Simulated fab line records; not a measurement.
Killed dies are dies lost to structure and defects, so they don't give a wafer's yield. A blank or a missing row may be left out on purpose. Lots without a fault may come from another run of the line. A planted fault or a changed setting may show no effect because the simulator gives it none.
Chamber matching | flow n5 finfet | 4 sister chambers for N5_FIN_SAQP_ETCH_34 on rie diel-04
The step etches SiO2 in C4F6/O2, target depth 45 nm, time 15 s. 8 wafers are shown with their chamber, then 9 later ones without.

== WAFERS, EACH WITH ITS CHAMBER ==
wafer  | chamber | throttle valve pct (%) | showerhead plenum p Torr (Torr)
L074.2 | 1       | 20.92                  | 2.83
L077.1 | 2       | 21.35                  | 2.72
L080.6 | 2       | 21.35                  | 2.71
L087.5 | 0       | 21.51                  | 2.83
L087.6 | 3       | 20.78                  | 2.73
L089.1 | 3       | 20.79                  | 2.72
L089.3 | 1       | 20.95                  | 2.82
L089.6 | 0       | 21.50                  | 2.83

== WAFERS WHOSE CHAMBER IS MISSING ==
wafer  | throttle valve pct (%) | showerhead plenum p Torr (Torr)
L092.1 | 20.97                  | 2.82
L092.2 | 20.79                  | 2.72
L092.3 | 21.51                  | 2.83
L093.1 | 20.95                  | 2.81
L093.2 | 20.78                  | 2.72
L093.4 | 20.96                  | 2.82
L097.3 | 21.53                  | 2.82
L097.4 | 21.06                  | 3.04
L097.5 | 20.80                  | 2.72

== THE CHAMBER EACH PASSED THROUGH ==
wafer  | from the rows above | in truth
L092.1 | 1                   | 1
L092.2 | 3                   | 3
L092.3 | 0                   | 0
L093.1 | 1                   | 1
L093.2 | 3                   | 3
L093.4 | 1                   | 1
L097.3 | 0                   | 0
L097.4 | 1                   | 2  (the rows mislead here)
L097.5 | 3                   | 3
Correct placement for 8 of the 9. Number that these rows cannot place: 0. 1 placed wrongly.
How it was worked out, from the rows above alone: a wafer's distance from a chamber is the root of the sum, over the readings, of the square of ((its reading less the chamber's mean) divided by the reading's scatter). The wafer belongs to the nearest chamber; if the next one is less than 2 further off, it can't be placed. For every chamber, the mean is computed from those of its wafers that are shown. The scatter is the square root of a quotient: the sum, over the shown wafers, of each reading's squared deviation from its chamber's mean, divided by wafers minus chambers.
